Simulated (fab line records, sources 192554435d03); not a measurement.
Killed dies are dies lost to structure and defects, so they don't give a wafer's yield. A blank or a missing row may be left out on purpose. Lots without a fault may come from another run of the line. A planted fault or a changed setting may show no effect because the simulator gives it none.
One fault seen from 3 desks | flow n5_finfet | each desk has only its own numbers; what lay behind them comes last

THE TOOL OWNER'S DESK: pvd_sputter-03
The tool's own readings at N5_MIM_BOT_SPUTTER_00 (material TiN, target thk 35 nm, time 89.7 s): means of the sampled wafers that have a number, for each lot that ran on this tool. A lot is out of limits, marked OUT, if its mean lies more than 4 standard deviations from the usual mean; the brackets give that distance.
Columns: A = throttle_valve_pct at N5_MIM_BOT_SPUTTER_00, usual 29.9 %
lot  | first seen here | A
L360 | day 14 04:38    | 30.4
L364 | day 15 01:02    | 30.1
L363 | day 15 15:39    | 30.9
This desk's finding: nothing out of limits on any of the 3 lots.

THE DEFECT DESK
What the inspections along the route counted, lot by lot: means of the sampled wafers that have a number. A lot is out of limits, marked OUT, if its mean lies more than 4 standard deviations from the usual mean; the brackets give that distance.
Columns: A = raw_defect_count at N5_BEOL_M15_INSPECT_55, usual 69
lot  | first seen here | A
L353 | day 11 14:10    | 61
L360 | day 14 02:55    | 57
L364 | day 14 23:25    | 64
L363 | day 15 11:26    | 60
L371 | day 17 07:09    | 72
L372 | day 17 09:17    | 63
This desk's finding: nothing out of limits on any of the 6 lots.

THE METROLOGY DESK
What the gauges read, lot by lot, whatever tool the lot ran on: means of the sampled wafers that have a number. A lot is out of limits, marked OUT, if its mean lies more than 4 standard deviations from the usual mean; the brackets give that distance. Of its 26 readings 7 are shown: those that lie furthest out on some lot.
Columns: A = COMB_M11 at N5_BEOL_M15_RC_MEAS_101, usual 1.6e-11 S/m; B = COMB_M15 at N5_BEOL_M15_RC_MEAS_101, usual 2.8e-12 S/m; C = COMB_M6 at N5_BEOL_M15_RC_MEAS_101, usual 2.5e-11 S/m; D = COMB_M7 at N5_BEOL_M15_RC_MEAS_101, usual 2.6e-11 S/m; E = COMB_M9 at N5_BEOL_M15_RC_MEAS_101, usual 1.5e-11 S/m; F = SERP_M5 at N5_BEOL_M15_RC_MEAS_101, usual 39.1 ohm/um; G = SERP_M9 at N5_BEOL_M15_RC_MEAS_101, usual 3.09 ohm/um
lot  | first seen here | A       | B       | C       | D       | E       | F    | G
L353 | day 11 14:01    | 1.7e-11 | 3.5e-12 | 3.4e-11 | 2.4e-11 | 1.8e-11 | 39.7 | 2.97
L360 | day 14 02:46    | 1.7e-11 | 3.9e-12 | 2.4e-11 | 3.3e-11 | 1.2e-11 | 36.1 | 3.12
L364 | day 14 23:14    | 1.7e-11 | 3.4e-12 | 2.5e-11 | 2.2e-11 | 1.6e-11 | 39.1 | 3.06
L363 | day 15 11:17    | 2.1e-11 | 1.7e-12 | 1.9e-11 | 2.8e-11 | 1.0e-11 | 40.2 | 3.18
L371 | day 17 06:58    | 1.1e-11 | 1.2e-12 | 2.6e-11 | 2.0e-11 | 1.6e-11 | 41.2 | 3.12
L372 | day 17 09:08    | 1.3e-11 | 2.1e-12 | 3.0e-11 | 1.9e-11 | 1.3e-11 | 41.4 | 3.07
This desk's finding: nothing out of limits on any of the 6 lots.

PUT TOGETHER
The tool owner's desk saw nothing out of limits.
The defect desk saw nothing out of limits.
The metrology desk saw nothing out of limits.

WHAT THE SIMULATOR HAD PUT IN
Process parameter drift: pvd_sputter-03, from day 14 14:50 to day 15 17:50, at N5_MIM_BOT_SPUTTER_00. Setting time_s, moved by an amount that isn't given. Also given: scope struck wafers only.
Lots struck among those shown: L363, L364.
